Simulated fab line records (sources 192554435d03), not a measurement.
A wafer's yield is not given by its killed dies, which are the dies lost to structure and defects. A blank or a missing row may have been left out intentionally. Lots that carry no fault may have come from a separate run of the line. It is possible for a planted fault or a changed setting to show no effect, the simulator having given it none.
Chamber matching | flow n5Finfet | N5_BEOL_M2_VIA_ETCH_34 on rieDiel-02 has 4 sister chambers
The step etches the open film in C4F6/O2, target depth 69.4 nm, time 65.9 s. 8 wafers are shown with their chamber, then 9 later ones without.

EACH WAFER AND ITS CHAMBER
wafer  | chamber | throttleValvePct (%) | rfVppV (V)
L080.3 | 0       | 30.55                | 653
L083.2 | 0       | 30.57                | 653
L089.6 | 3       | 31.35                | 686
L090.4 | 2       | 31.28                | 683
L090.6 | 1       | 30.82                | 655
L091.2 | 1       | 30.82                | 657
L091.5 | 2       | 31.28                | 683
L091.6 | 3       | 31.36                | 685

WAFERS WITH NO CHAMBER GIVEN
wafer  | throttleValvePct (%) | rfVppV (V)
L092.3 | 31.35                | 686
L092.5 | 30.81                | 656
L092.6 | 31.26                | 683
L093.2 | 30.61                | 654
L093.3 | 31.37                | 686
L093.4 | 31.28                | 683
L096.1 | 30.83                | 656
L096.2 | 31.33                | 687
L096.5 | 30.82                | 655

EACH ONE'S CHAMBER
wafer  | from the rows above | in truth
L092.3 | 3                   | 3
L092.5 | 1                   | 1
L092.6 | 2                   | 2
L093.2 | 0                   | 0
L093.3 | 3                   | 3
L093.4 | 2                   | 2
L096.1 | 1                   | 1
L096.2 | 3                   | 3
L096.5 | 1                   | 1
9 of 9 placed correctly. Can't be placed from these rows: 0. Wrongly placed: 0.
How it was worked out, from the rows above alone: a wafer's distance from a chamber is the root of the sum, over the readings, of the square of ((its reading less the chamber's mean) divided by the reading's scatter). If the next closest chamber is less than 2 further off than the closest, the wafer can't be placed; otherwise it belongs to the closest. For every chamber, the mean is computed from those of its wafers that are shown. The scatter: take each reading less its chamber's mean, square it, sum over the shown wafers, divide by the number of wafers less the number of chambers, and take the root.
